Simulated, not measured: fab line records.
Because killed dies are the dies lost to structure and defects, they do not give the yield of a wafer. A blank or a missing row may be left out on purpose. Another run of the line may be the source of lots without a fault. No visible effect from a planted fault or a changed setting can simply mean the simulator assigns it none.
fab line records ; flow n5Finfet
[record] lots = 6; wafers = 18; lastDay = 17
route steps=1938 shown DUMMY_REMOVAL@384 HKMG_FIN@385
lots that met no fault: from a run of the same line without faults
startH: hours from the record's opening day to when the first of the lot's shown wafers began ; waitH: time in hours since the lot's previous step ; " same as the row above ; L1.1+2: a single row standing in for several wafers ; - either no value or no given start ; * or withheld: withheld ; < > ~ a bound
route shown NAME@n: NAME is a module with steps in the file, n the number in the route of the first one ; usual: the fault-free wafers' mean and standard deviation ; same: alike in all rows ; chamber/n: place in a boat ; sites: per-site readings ; _std_site: how widely they spread, as a standard deviation ; _edge_site: inner sites' mean taken away from outer sites' mean ; radiusMm: for every site, how far away it sits from the centre of the wafer ; mask NAME#n: copy n ; behind: the last tool/chamber to shape the wafer ; hold: why the lot was held/for how many hours/how that ended ; device: the n, p or np transistor that did not switch ; end of line: tests of these same wafers at the route's end ; where a step has no rows: the recipe by itself ; killed: not the wafer's yield, but the dies lost to structure and defects at the first sort ; map: per-die view of a wafer (x killed, . not killed, _ where there is no die)
set.NAME: the setting that was run; set.NAME@STEP: the one run at that earlier step ; model.NAME: the simulator's own value behind a step, which no gauge read
lots at selected steps of the route; one table per step, one row per wafer
services: when a tool's chamber went out of use (startH, in hours from the record's first day, below 0 if earlier), for how many hours, and the reason
[[steps]]
[step N5_DUMMY_REMOVAL_SRD_05]
[recipe] dry = ipaMarangoni; doPpb = 5; timeS = 30; tempC = 23; rinseLiquid = diw
[step N5_HKMG_FIN_IL_REGROW_00]
[recipe] material = SiO2; targetThkA = 7.5; chemistry = O3; tempC = withheld; timeS = 30
[step N5_HKMG_FIN_HK_ALD_01]
[recipe] material = HfO2; targetThkA = 16; tempC = withheld; aldPrecursorFamily = HfCl4; aldCoReactant = H2O; pulseTimeS = 3; purgeTimeS = 3; coReactantPurgeTimeS = 2.5; coReactantPulseTimeS = 0.3; aldCycles = 30
[usual] precursorPulseHeightRel = 1.002/0.021
lot.wafer;tool;chamber;startH;waitH;precursorPulseHeightRel
L528.2;aldHk-03;0;118.54;0.0;1.007
L528.3;aldHk-03;3;118.54;0.0;1.011
L528.5;aldHk-03;0;118.54;0.0;1.003
L538.1;aldHk-02;2;182.62;0.0;0.959
L538.3;aldHk-02;0;182.62;0.0;0.999
L538.6;aldHk-02;1;182.62;0.0;0.987
L539.2;aldHk-03;1;188.74;0.0;0.962
L539.3;aldHk-03;2;188.74;0.0;1.025
L539.4;aldHk-03;0;188.74;0.0;0.969
L540.2;aldHk-03;1;193.29;0.0;0.993
L540.5;aldHk-03;1;193.29;0.0;1.010
L540.6;aldHk-03;0;193.29;0.0;1.010
L541.1;aldHk-03;1;196.14;0.0;1.010
L541.3;aldHk-03;3;196.14;0.0;1.011
L541.6;aldHk-03;3;196.14;0.0;1.015
L542.2;aldHk-03;0;208.19;0.0;1.025
L542.4;aldHk-03;1;208.19;0.0;0.985
L542.5;aldHk-03;3;208.19;0.0;1.003
[step N5_HKMG_FIN_HK_ANNEAL_02]
[recipe] tempC = 700; timeS = 30; ambient = N2; idleTempC = 600; rampUpCPerS = 150; rampDownCPerS = 60; coolToC = 600
[usual] lampPowerPct = 8.80/0.061; wafer_temp_C_max = 703.0/0.7
lot.wafer;tool;chamber;startH;waitH;lampPowerPct;wafer_temp_C_max
L528.2;rtpAnneal-01;0;118.78;0.2;8.72;705.4
L528.3;rtpAnneal-01;0;118.78;0.2;8.78;703.5
L528.5;rtpAnneal-01;0;118.78;0.2;8.72;701.9
L538.1;rtpAnneal-02;0;182.82;0.1;8.97;701.9
L538.3;rtpAnneal-02;0;182.82;0.1;8.88;703.0
L538.6;rtpAnneal-02;0;182.82;0.1;8.76;703.1
L539.2;rtpAnneal-02;0;188.96;0.1;8.72;703.2
L539.3;rtpAnneal-02;0;188.96;0.1;8.87;702.9
L539.4;rtpAnneal-02;0;188.96;0.1;8.75;703.3
L540.2;rtpAnneal-02;0;193.51;0.1;8.70;702.1
L540.5;rtpAnneal-02;0;193.51;0.1;8.80;703.6
L540.6;rtpAnneal-02;0;193.51;0.1;8.83;702.5
L541.1;rtpAnneal-02;0;196.33;0.1;8.86;703.5
L541.3;rtpAnneal-02;0;196.33;0.1;8.75;702.6
L541.6;rtpAnneal-02;0;196.33;0.1;8.83;702.0
L542.2;rtpAnneal-01;0;208.41;0.1;8.78;703.7
L542.4;rtpAnneal-01;0;208.41;0.1;8.73;703.4
L542.5;rtpAnneal-01;0;208.41;0.1;8.69;703.3
[step N5_HKMG_FIN_ALD_74]
[recipe] material = La2O3; targetThkA = 5; tempC = 250; aldPrecursorFamily = La-Cp; aldCoReactant = O3; pulseTimeS = 6; coReactantPulseTimeS = 1; purgeTimeS = 3; coReactantPurgeTimeS = 3
[usual] heaterPowerOuterW = 183/24; heaterPowerW = 337/36; precursorPulseHeightRel = 1.002/0.02
lot.wafer;tool;chamber;startH;waitH;heaterPowerOuterW;heaterPowerW;precursorPulseHeightRel
L528.2;aldHk-02;0;118.96;0.2;211;354;0.996
L528.3;aldHk-02;2;118.96;0.2;159;305;0.955
L528.5;aldHk-02;3;118.96;0.2;170;338;0.972
L538.1;aldHk-01;3;183.04;0.2;164;313;1.044
L538.3;aldHk-01;1;183.04;0.2;184;351;0.983
L538.6;aldHk-01;1;183.04;0.2;177;346;0.997
L539.2;aldHk-02;2;189.14;0.2;159;307;1.007
L539.3;aldHk-02;1;189.14;0.2;175;321;1.004
L539.4;aldHk-02;0;189.14;0.2;205;356;1.002
L540.2;aldHk-02;2;193.70;0.2;159;296;0.994
L540.5;aldHk-02;0;193.70;0.2;214;366;1.010
L540.6;aldHk-02;3;193.70;0.2;169;334;0.982
L541.1;aldHk-02;0;196.54;0.2;211;362;1.002
L541.3;aldHk-02;1;196.54;0.2;171;314;0.994
L541.6;aldHk-02;3;196.54;0.2;168;335;1.029
L542.2;aldHk-03;2;208.59;0.2;193;340;1.042
L542.4;aldHk-03;0;208.59;0.2;223;407;0.956
L542.5;aldHk-03;3;208.59;0.2;200;342;0.997
[step N5_HKMG_FIN_ALD_75]
[recipe] material = Al2O3; targetThkA = 10; tempC = 150; aldPrecursorFamily = TMA; aldCoReactant = H2O; pulseTimeS = withheld; coReactantPulseTimeS = 1
[usual] heaterPowerOuterW = 76/9.7; heaterPowerW = 145/15; precursorPulseHeightRel = 0.999/0.018
lot.wafer;tool;chamber;startH;waitH;heaterPowerOuterW;heaterPowerW;precursorPulseHeightRel
L528.2;aldHk-02;0;119.04;0.0;89;157;1.008
L528.3;aldHk-02;2;119.04;0.0;65;131;0.987
L528.5;aldHk-02;3;119.04;0.0;70;140;1.025
L538.1;aldHk-01;3;183.12;0.0;67;133;0.976
L538.3;aldHk-01;1;183.12;0.0;73;148;1.025
L538.6;aldHk-01;1;183.12;0.0;73;145;1.015
L539.2;aldHk-02;2;189.22;0.0;67;130;1.009
L539.3;aldHk-02;1;189.22;0.0;74;131;0.994
L539.4;aldHk-02;0;189.22;0.0;86;156;0.980
L540.2;aldHk-02;2;193.77;0.0;67;130;0.996
L540.5;aldHk-02;0;193.77;0.0;89;154;0.981
L540.6;aldHk-02;3;193.77;0.0;71;144;0.995
L541.1;aldHk-02;0;196.62;0.0;87;152;1.015
L541.3;aldHk-02;1;196.62;0.0;70;138;0.993
L541.6;aldHk-02;3;196.62;0.0;72;148;0.996
L542.2;aldHk-03;2;208.67;0.0;77;146;0.994
L542.4;aldHk-03;0;208.67;0.0;90;172;1.033
L542.5;aldHk-03;3;208.67;0.0;84;142;1.001
[step N5_HKMG_FIN_COAT_41]
[recipe] resist = SOC; tempC = 250; timeS = 60; spinRpm = 1500; resistThkNm = 300
[step N5_HKMG_FIN_COAT_42]
[recipe] resist = SiARC; tempC = 220; timeS = 60; spinRpm = 1500; resistThkNm = 35
[step N5_HKMG_FIN_COAT_43]
[recipe] resist = CAR-ArF; spinRpm = 1500; resistThkNm = 90
[step N5_HKMG_FIN_EBR_45]
[recipe] solvent = PGMEA; ebrWidthMm = 1.5
[step N5_HKMG_FIN_SOFTBAKE_44]
[recipe] tempC = 110; timeS = 60; resist = CAR-ArF
[step N5_HKMG_FIN_EXPOSE_46]
[recipe] maskId = NDIPOLE; na = 1.35; sourceShape = conventional; sigmaOuter = 0.8; polarization = unpolarized; doseMj = 40
[step N5_HKMG_FIN_PEB_47]
[recipe] pebTempC = withheld; pebTimeS = 60; resist = CAR-ArF
[usual] chillPlateTempC = 22.99/0.11; exhaustPa = 44.9/0.93; pebTimeS = 60/0
lot.wafer;tool;chamber;startH;waitH;chillPlateTempC;exhaustPa;pebTimeS
L528.2;lithoTrack-01;0;119.32;0.0;22.94;45.9;60
L528.3;lithoTrack-01;0;119.32;0.0;22.95;43.8;60
L528.5;lithoTrack-01;0;119.32;0.0;23.08;45.9;60
L538.1;lithoTrack-05;-;183.51;0.1;-;-;-
L538.3;lithoTrack-05;-;183.51;0.1;-;-;-
L538.6;lithoTrack-05;-;183.51;0.1;-;-;-
L539.2;lithoTrack-01;-;189.49;0.0;-;-;-
L539.3;lithoTrack-01;-;189.49;0.0;-;-;-
L539.4;lithoTrack-01;-;189.49;0.0;-;-;-
L540.2;lithoTrack-05;0;194.17;0.0;23.03;43.6;60
L540.5;lithoTrack-05;0;194.17;0.0;22.92;45.1;60
L540.6;lithoTrack-05;0;194.17;0.0;22.97;44.7;60
L541.1;lithoTrack-02;0;197.02;0.1;23.07;45.8;60
L541.3;lithoTrack-02;0;197.02;0.1;23.11;44.1;60
L541.6;lithoTrack-02;0;197.02;0.1;22.93;45.5;60
L542.2;lithoTrack-05;0;208.94;0.0;23.14;45.8;60
L542.4;lithoTrack-05;0;208.94;0.0;22.85;45.1;60
L542.5;lithoTrack-05;0;208.94;0.0;23.00;46.0;60
[step N5_HKMG_FIN_DEVELOP_48]
[recipe] developTimeS = 30; developer = TMAH; resist = CAR-ArF; rinseLiquid = diw; dry = airSpin; devTempC = 23
[[services]]
tool;chamber;startH;hours;kind
aldHk-03;-;107.76;2.8;pm
aldHk-01;-;193.06;2.6;repair
[[key]]
[firstSign] step = N5_HKMG_FIN_PEB_47; reading = toolRecord; direction = missing
effect none on later readings
metAt N5_HKMG_FIN_PEB_47
struckWafers L538.1,L538.3,L538.6,L539.2,L539.3,L539.4
laterRowsLeftOut L538.1,L538.3,L538.6,L539.2,L539.3,L539.4
sortLeftOut L538.1,L538.3,L538.6,L539.2,L539.3,L539.4
onsetBetween 119.32 183.51
[fault] kind = skippedStepWhole; tool = lithoTrack-01,lithoTrack-05; chamber = -; onsetH = 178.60; steps = N5_HKMG_FIN_PEB_47; scope = struckLotsOnly
// sortLeftOut: the simulated sort isn't trusted on such a fault, so these wafers' sort isn't shown, and their yield isn't known
// laterRowsLeftOut: the simulator's readings of these wafers behind a module that went badly wrong aren't trusted and aren't shown, but for the sort
